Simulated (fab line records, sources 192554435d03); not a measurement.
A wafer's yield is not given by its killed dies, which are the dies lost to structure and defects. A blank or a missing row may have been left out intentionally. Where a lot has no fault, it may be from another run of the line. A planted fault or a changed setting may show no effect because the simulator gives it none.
Which tool was responsible? || flow n5-finfet || 10 lots, 30 wafers sampled, at 5 steps of a route of 1938

WHAT THE GAUGES SHOWED, per wafer
N5_BEOL_M1_INSPECT_13: inspects for defects (brightfield). Usual: raw-defect-count at 396, with a standard deviation of 90.
{"lot": "L942", "measured": "day 6 10:34", "on": "defect-inspect-02", "raw-defect-count": "285 214 270", "flag": ""}
{"lot": "L943", "measured": "day 6 17:35", "on": "defect-inspect-01", "raw-defect-count": "296 483 281", "flag": ""}
{"lot": "L945", "measured": "day 7 04:55", "on": "defect-inspect-01", "raw-defect-count": "521 384 354", "flag": ""}
{"lot": "L948", "measured": "day 7 21:43", "on": "defect-inspect-02", "raw-defect-count": "520 448 351", "flag": ""}
{"lot": "L952", "measured": "day 9 11:16", "on": "defect-inspect-02", "raw-defect-count": "334 435 376", "flag": ""}
{"lot": "L953", "measured": "day 9 14:17", "on": "defect-inspect-02", "raw-defect-count": "284 333 322", "flag": ""}
{"lot": "L958", "measured": "day 10 11:00", "on": "defect-inspect-01", "raw-defect-count": "334 271 330", "flag": ""}
{"lot": "L960", "measured": "day 11 20:08", "on": "defect-inspect-02", "raw-defect-count": "513 562 635", "flag": ""}
{"lot": "L959", "measured": "day 11 21:29", "on": "defect-inspect-02", "raw-defect-count": "540 391 468", "flag": ""}
{"lot": "L961", "measured": "day 12 01:52", "on": "defect-inspect-01", "raw-defect-count": "397 284 273", "flag": ""}

N5_BEOL_M1_CD_MEAS_18: pitch 36 nm, target cd 18 nm. Usual: cd-nm at 18.06 nm, with a standard deviation of 0.25.
{"lot": "L942", "measured": "day 6 11:01", "on": "cd-sem-01", "cd-nm (nm)": "18.22 18.13 18.36", "flag": ""}
{"lot": "L943", "measured": "day 6 18:16", "on": "cd-sem-01", "cd-nm (nm)": "18.39 18.17 18.40", "flag": ""}
{"lot": "L945", "measured": "day 7 06:02", "on": "cd-sem-01", "cd-nm (nm)": "18.22 17.99 17.86", "flag": ""}
{"lot": "L948", "measured": "day 7 22:18", "on": "cd-sem-02", "cd-nm (nm)": "18.03 17.85 17.62", "flag": ""}
{"lot": "L952", "measured": "day 9 12:09", "on": "cd-sem-01", "cd-nm (nm)": "18.09 18.05 17.81", "flag": ""}
{"lot": "L953", "measured": "day 9 14:44", "on": "cd-sem-02", "cd-nm (nm)": "17.82 17.93 17.90", "flag": ""}
{"lot": "L958", "measured": "day 10 11:29", "on": "cd-sem-02", "cd-nm (nm)": "18.12 17.95 18.25", "flag": ""}
{"lot": "L960", "measured": "day 11 20:35", "on": "cd-sem-01", "cd-nm (nm)": "18.02 17.94 18.31", "flag": ""}
{"lot": "L959", "measured": "day 11 21:58", "on": "cd-sem-01", "cd-nm (nm)": "17.75 17.78 18.49", "flag": ""}
{"lot": "L961", "measured": "day 12 02:40", "on": "cd-sem-02", "cd-nm (nm)": "17.90 18.15 18.30", "flag": ""}

N5_BEOL_M4_RC_MEAS_101. Usual: DIBL_N 37.0 mV/V, standard deviation 1.7; DIBL_P 36.7 mV/V, standard deviation 2; IOFF_N 0.17 nA/um, standard deviation 0.035; IOFF_P 0.22 nA/um, standard deviation 0.035; ION_N 672 uA/um, standard deviation 12; ION_P 461 uA/um, standard deviation 7.5; SS_N 71.6 mV/dec, standard deviation 0.67; SS_P 73.4 mV/dec, standard deviation 0.64; VT_N 250 mV, standard deviation 3.5; VT_P -250 mV, standard deviation 3.5.
{"lot": "L942", "measured": "day 8 00:55", "on": "prober-01", "DIBL_N (mV/V)": "37.2 34.5 34.7", "DIBL_P (mV/V)": "36.6 33.5 33.6", "IOFF_N (nA/um)": "0.19 0.13 0.14", "IOFF_P (nA/um)": "0.27 0.20 0.22", "ION_N (uA/um)": "692 663 663", "ION_P (uA/um)": "476 461 469", "SS_N (mV/dec)": "72.1 71.3 71.2", "SS_P (mV/dec)": "73.0 72.5 73.0", "VT_N (mV)": "249 252 249", "VT_P (mV)": "-242 -246 -246", "flag": ""}
{"lot": "L943", "measured": "day 8 08:05", "on": "prober-01", "DIBL_N (mV/V)": "38.7 37.0 35.7", "DIBL_P (mV/V)": "41.7 39.1 36.9", "IOFF_N (nA/um)": "0.22 0.16 0.14", "IOFF_P (nA/um)": "0.27 0.20 0.18", "ION_N (uA/um)": "674 664 645", "ION_P (uA/um)": "463 454 445", "SS_N (mV/dec)": "72.6 73.0 72.5", "SS_P (mV/dec)": "75.0 73.4 73.1", "VT_N (mV)": "248 254 256", "VT_P (mV)": "-248 -251 -253", "flag": ""}
{"lot": "L945", "measured": "day 9 00:58", "on": "prober-01", "DIBL_N (mV/V)": "37.8 36.9 35.3", "DIBL_P (mV/V)": "36.6 35.6 33.9", "IOFF_N (nA/um)": "0.17 0.15 0.12", "IOFF_P (nA/um)": "0.21 0.19 0.18", "ION_N (uA/um)": "675 657 650", "ION_P (uA/um)": "459 451 447", "SS_N (mV/dec)": "71.3 71.4 70.9", "SS_P (mV/dec)": "73.5 73.4 72.8", "VT_N (mV)": "247 247 252", "VT_P (mV)": "-249 -249 -250", "flag": ""}
{"lot": "L948", "measured": "day 9 21:30", "on": "prober-01", "DIBL_N (mV/V)": "36.4 38.4 38.2", "DIBL_P (mV/V)": "35.2 37.3 37.7", "IOFF_N (nA/um)": "0.15 0.18 0.18", "IOFF_P (nA/um)": "0.18 0.22 0.23", "ION_N (uA/um)": "681 685 691", "ION_P (uA/um)": "461 458 469", "SS_N (mV/dec)": "71.3 72.1 72.2", "SS_P (mV/dec)": "72.5 72.7 73.2", "VT_N (mV)": "251 248 249", "VT_P (mV)": "-253 -252 -252", "flag": ""}
{"lot": "L952", "measured": "day 10 21:25", "on": "prober-01", "DIBL_N (mV/V)": "36.9 35.7 39.5", "DIBL_P (mV/V)": "36.1 34.7 39.5", "IOFF_N (nA/um)": "0.18 0.16 0.24", "IOFF_P (nA/um)": "0.26 0.23 0.33", "ION_N (uA/um)": "687 680 693", "ION_P (uA/um)": "471 470 475", "SS_N (mV/dec)": "71.7 70.2 72.4", "SS_P (mV/dec)": "72.8 73.1 73.8", "VT_N (mV)": "245 247 243", "VT_P (mV)": "-244 -245 -242", "flag": ""}
{"lot": "L953", "measured": "day 10 23:34", "on": "prober-01", "DIBL_N (mV/V)": "38.1 38.0 37.0", "DIBL_P (mV/V)": "36.7 37.2 35.0", "IOFF_N (nA/um)": "0.16 0.17 0.14", "IOFF_P (nA/um)": "0.22 0.25 0.20", "ION_N (uA/um)": "683 678 661", "ION_P (uA/um)": "467 467 458", "SS_N (mV/dec)": "71.8 71.3 70.8", "SS_P (mV/dec)": "74.0 73.6 72.6", "VT_N (mV)": "250 249 254", "VT_P (mV)": "-252 -245 -253", "flag": ""}
{"lot": "L958", "measured": "day 11 21:56", "on": "prober-02", "DIBL_N (mV/V)": "40.4 37.3 37.1", "DIBL_P (mV/V)": "40.5 37.0 36.6", "IOFF_N (nA/um)": "0.25 0.17 0.18", "IOFF_P (nA/um)": "0.31 0.24 0.23", "ION_N (uA/um)": "683 676 690", "ION_P (uA/um)": "471 465 467", "SS_N (mV/dec)": "73.2 71.6 71.2", "SS_P (mV/dec)": "74.2 73.6 73.9", "VT_N (mV)": "244 245 246", "VT_P (mV)": "-245 -248 -247", "flag": ""}
{"lot": "L960", "measured": "day 13 08:39", "on": "prober-01", "DIBL_N (mV/V)": "39.6 37.1 37.6", "DIBL_P (mV/V)": "42.4 39.0 39.3", "IOFF_N (nA/um)": "0.21 0.16 0.15", "IOFF_P (nA/um)": "0.29 0.22 0.22", "ION_N (uA/um)": "678 670 666", "ION_P (uA/um)": "466 467 452", "SS_N (mV/dec)": "72.8 71.3 72.0", "SS_P (mV/dec)": "73.9 73.5 73.6", "VT_N (mV)": "247 250 251", "VT_P (mV)": "-248 -248 -249", "flag": ""}
{"lot": "L959", "measured": "day 13 09:46", "on": "prober-02", "DIBL_N (mV/V)": "39.9 38.7 39.5", "DIBL_P (mV/V)": "39.9 39.0 38.5", "IOFF_N (nA/um)": "0.24 0.21 0.21", "IOFF_P (nA/um)": "0.27 0.25 0.24", "ION_N (uA/um)": "683 677 681", "ION_P (uA/um)": "455 454 461", "SS_N (mV/dec)": "72.4 71.9 71.9", "SS_P (mV/dec)": "74.1 74.2 73.4", "VT_N (mV)": "244 246 247", "VT_P (mV)": "-247 -249 -253", "flag": ""}
{"lot": "L961", "measured": "day 13 12:13", "on": "prober-01", "DIBL_N (mV/V)": "36.6 36.6 37.1", "DIBL_P (mV/V)": "36.0 35.7 36.4", "IOFF_N (nA/um)": "0.14 0.15 0.16", "IOFF_P (nA/um)": "0.21 0.21 0.21", "ION_N (uA/um)": "662 669 672", "ION_P (uA/um)": "460 464 461", "SS_N (mV/dec)": "72.5 71.4 71.9", "SS_P (mV/dec)": "72.9 73.2 73.1", "VT_N (mV)": "251 253 251", "VT_P (mV)": "-250 -249 -250", "flag": ""}

WHAT TOOL EACH LOT RAN ON (gives the tool, then ch and the chambers of the sampled wafers, and finally the start)
{"lot": "L942", "N5_BEOL_M0_DEP_125": "pecvd-04 ch 0,1,2, day 6 09:04", "N5_BEOL_M1_COAT_76": "litho-track-03 ch 0, day 6 11:04"}
{"lot": "L943", "N5_BEOL_M0_DEP_125": "pecvd-01 ch 1,2, day 6 15:29", "N5_BEOL_M1_COAT_76": "litho-track-03 ch 0, day 6 18:19"}
{"lot": "L945", "N5_BEOL_M0_DEP_125": "pecvd-01 ch 0,1, day 7 04:05", "N5_BEOL_M1_COAT_76": "litho-track-05 ch 0, day 7 06:04"}
{"lot": "L948", "N5_BEOL_M0_DEP_125": "pecvd-01 ch 0,2, day 7 19:51", "N5_BEOL_M1_COAT_76": "litho-track-03 ch 0, day 7 22:21"}
{"lot": "L952", "N5_BEOL_M0_DEP_125": "pecvd-02 ch 0, day 9 08:21", "N5_BEOL_M1_COAT_76": "litho-track-04 ch 0, day 9 12:12"}
{"lot": "L953", "N5_BEOL_M0_DEP_125": "pecvd-02 ch 1,2, day 9 13:12", "N5_BEOL_M1_COAT_76": "litho-track-03 ch 0, day 9 14:47"}
{"lot": "L958", "N5_BEOL_M0_DEP_125": "pecvd-02 ch 0,1,2, day 10 09:17", "N5_BEOL_M1_COAT_76": "litho-track-03 ch 0, day 10 11:32"}
{"lot": "L960", "N5_BEOL_M0_DEP_125": "pecvd-01 ch 0,1, day 11 18:26", "N5_BEOL_M1_COAT_76": "litho-track-05 ch 0, day 11 20:38"}
{"lot": "L959", "N5_BEOL_M0_DEP_125": "pecvd-04 ch 0,1,2, day 11 19:01", "N5_BEOL_M1_COAT_76": "litho-track-05 ch 0, day 11 22:00"}
{"lot": "L961", "N5_BEOL_M0_DEP_125": "pecvd-01 ch 0,1,2, day 12 00:38", "N5_BEOL_M1_COAT_76": "litho-track-04 ch 0, day 12 02:43"}
- N5_BEOL_M0_DEP_125: deposits SiCN from 3MS/NH3, target thk 8 nm, time 14 s.
- N5_BEOL_M1_COAT_76: time 60 s, resist thk 5 nm.

AS READ BY THE TOOLS THEMSELVES (means over the sampled wafers that have a number; for cases with no such wafer, the mark the record gives instead)
N5_BEOL_M0_DEP_125. Usual: showerhead-plenum-p-Torr 3.668 Torr, standard deviation 0.016; showerhead-vpp-V 886 V, standard deviation 66; throttle-valve-pct 9.1 %, standard deviation 0.57.
{"lot": "L942", "tool": "pecvd-04", "showerhead-plenum-p-Torr (Torr)": 3.667, "showerhead-vpp-V (V)": 840, "throttle-valve-pct (%)": 8.9, "flag": ""}
{"lot": "L943", "tool": "pecvd-01", "showerhead-plenum-p-Torr (Torr)": 3.664, "showerhead-vpp-V (V)": 867, "throttle-valve-pct (%)": 8.8, "flag": ""}
{"lot": "L945", "tool": "pecvd-01", "showerhead-plenum-p-Torr (Torr)": 3.676, "showerhead-vpp-V (V)": 947, "throttle-valve-pct (%)": 9.1, "flag": ""}
{"lot": "L948", "tool": "pecvd-01", "showerhead-plenum-p-Torr (Torr)": 3.652, "showerhead-vpp-V (V)": 847, "throttle-valve-pct (%)": 8.6, "flag": ""}
{"lot": "L952", "tool": "pecvd-02", "showerhead-plenum-p-Torr (Torr)": 3.679, "showerhead-vpp-V (V)": 956, "throttle-valve-pct (%)": 9.3, "flag": ""}
{"lot": "L953", "tool": "pecvd-02", "showerhead-plenum-p-Torr (Torr)": 3.660, "showerhead-vpp-V (V)": 863, "throttle-valve-pct (%)": 9.5, "flag": ""}
{"lot": "L958", "tool": "pecvd-02", "showerhead-plenum-p-Torr (Torr)": 3.670, "showerhead-vpp-V (V)": 893, "throttle-valve-pct (%)": 9.5, "flag": ""}
{"lot": "L960", "tool": "pecvd-01", "showerhead-plenum-p-Torr (Torr)": 3.680, "showerhead-vpp-V (V)": 948, "throttle-valve-pct (%)": 9.1, "flag": ""}
{"lot": "L959", "tool": "pecvd-04", "showerhead-plenum-p-Torr (Torr)": 3.667, "showerhead-vpp-V (V)": 836, "throttle-valve-pct (%)": 8.6, "flag": ""}
{"lot": "L961", "tool": "pecvd-01", "showerhead-plenum-p-Torr (Torr)": 3.669, "showerhead-vpp-V (V)": 906, "throttle-valve-pct (%)": 9.1, "flag": ""}

N5_BEOL_M1_COAT_76. Usual: heater-power-total-W 391.7 W, standard deviation 1.4; plate-temp-C 204.99 C, standard deviation 0.15.
{"lot": "L942", "tool": "litho-track-03", "heater-power-total-W (W)": 390.9, "plate-temp-C (C)": 205.03, "flag": ""}
{"lot": "L943", "tool": "litho-track-03", "heater-power-total-W (W)": 391.5, "plate-temp-C (C)": 205.28, "flag": ""}
{"lot": "L945", "tool": "litho-track-05", "heater-power-total-W (W)": 393.7, "plate-temp-C (C)": 205.15, "flag": ""}
{"lot": "L948", "tool": "litho-track-03", "heater-power-total-W (W)": 391.4, "plate-temp-C (C)": 204.95, "flag": ""}
{"lot": "L952", "tool": "litho-track-04", "heater-power-total-W (W)": 392.0, "plate-temp-C (C)": 204.98, "flag": ""}
{"lot": "L953", "tool": "litho-track-03", "heater-power-total-W (W)": 376.0, "plate-temp-C (C)": 198.07, "flag": "OFF"}
{"lot": "L958", "tool": "litho-track-03", "heater-power-total-W (W)": 375.2, "plate-temp-C (C)": 198.27, "flag": "OFF"}
{"lot": "L960", "tool": "litho-track-05", "heater-power-total-W (W)": 393.4, "plate-temp-C (C)": 204.96, "flag": ""}
{"lot": "L959", "tool": "litho-track-05", "heater-power-total-W (W)": 390.8, "plate-temp-C (C)": 204.94, "flag": ""}
{"lot": "L961", "tool": "litho-track-04", "heater-power-total-W (W)": 391.9, "plate-temp-C (C)": 205.04, "flag": ""}

THE ANSWER, worked out from the rows above alone
Rule: a lot is off if the mean of its wafers that have a number lies more than 3 standard deviations from the usual mean. Also off: a lot with no number at a reading for which 4 or more lots have one. Where the step has rows for the other lots, those lots are counted as sound. After the gauges, taken in route order, come the tools' own readings; for these a lot's mean is taken, as printed above. At the first step where some lot is off, the reading lying furthest off is the one used; lots without a number count as furthest.
Off: L953, L958, at N5_BEOL_M1_COAT_76 (plate-temp-C).
If a tool, at that step or one of the process steps before it, ran each lot that is off and ran no sound lot following the first of them, it fits. This does not decide it: 2 tools fit, namely pecvd-02 at N5_BEOL_M0_DEP_125 and litho-track-03 at N5_BEOL_M1_COAT_76.

WHAT THE SIMULATOR HAD INSERTED
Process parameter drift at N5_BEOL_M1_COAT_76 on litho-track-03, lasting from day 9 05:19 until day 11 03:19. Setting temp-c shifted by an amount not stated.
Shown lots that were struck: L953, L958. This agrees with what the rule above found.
